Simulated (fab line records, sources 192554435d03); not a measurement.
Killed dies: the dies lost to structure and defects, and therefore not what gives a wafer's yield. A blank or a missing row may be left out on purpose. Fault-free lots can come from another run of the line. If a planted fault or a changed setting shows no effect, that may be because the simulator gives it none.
Matching of chambers | flow n5-finfet | rie-diel-03 running N5_BEOL_M9_ETCH_62: 4 sister chambers
The step etches SOC in N2/H2, target depth 110 nm, overetch 22 nm, time 165 s. 8 wafers are shown with their chamber, then 7 later ones without.

== WAFERS, EACH WITH ITS CHAMBER ==
wafer  | chamber | drypump-motor-current-A (A) | throttle-valve-pct (%)
L074.6 | 0       | 6.28                        | 18.14
L076.1 | 1       | 5.58                        | 18.15
L081.5 | 1       | 5.56                        | 18.16
L084.1 | 3       | 5.77                        | 17.49
L084.2 | 2       | 5.72                        | 17.93
L084.3 | 0       | 6.27                        | 18.17
L087.1 | 2       | 5.72                        | 17.93
L087.2 | 3       | 5.82                        | 17.49

== WAFERS WITHOUT THEIR CHAMBER ==
wafer  | drypump-motor-current-A (A) | throttle-valve-pct (%)
L087.5 | 5.72                        | 17.94
L090.2 | 5.70                        | 17.95
L090.5 | 6.29                        | 18.19
L090.6 | 5.82                        | 17.52
L095.1 | 5.63                        | 18.21
L095.2 | 5.79                        | 17.54
L095.3 | 6.25                        | 18.22

== THE CHAMBER EACH PASSED THROUGH ==
wafer  | from the rows above | in truth
L087.5 | 2                   | 2
L090.2 | 2                   | 2
L090.5 | 0                   | 0
L090.6 | 3                   | 3
L095.1 | 1                   | 1
L095.2 | 3                   | 3
L095.3 | 0                   | 0
Correct placement for 7 of the 7. Not placeable from these rows: 0. Number placed wrongly: 0.
How it was worked out, from the rows above alone: a wafer's distance from a chamber is the root of the sum, over the readings, of the square of ((its reading less the chamber's mean) divided by the reading's scatter). If the next closest chamber is less than 2 further off than the closest, the wafer can't be placed; otherwise it belongs to the closest. The mean given for a chamber averages the wafers shown for that chamber. The scatter: take each reading less its chamber's mean, square it, sum over the shown wafers, divide by the number of wafers less the number of chambers, and take the root.
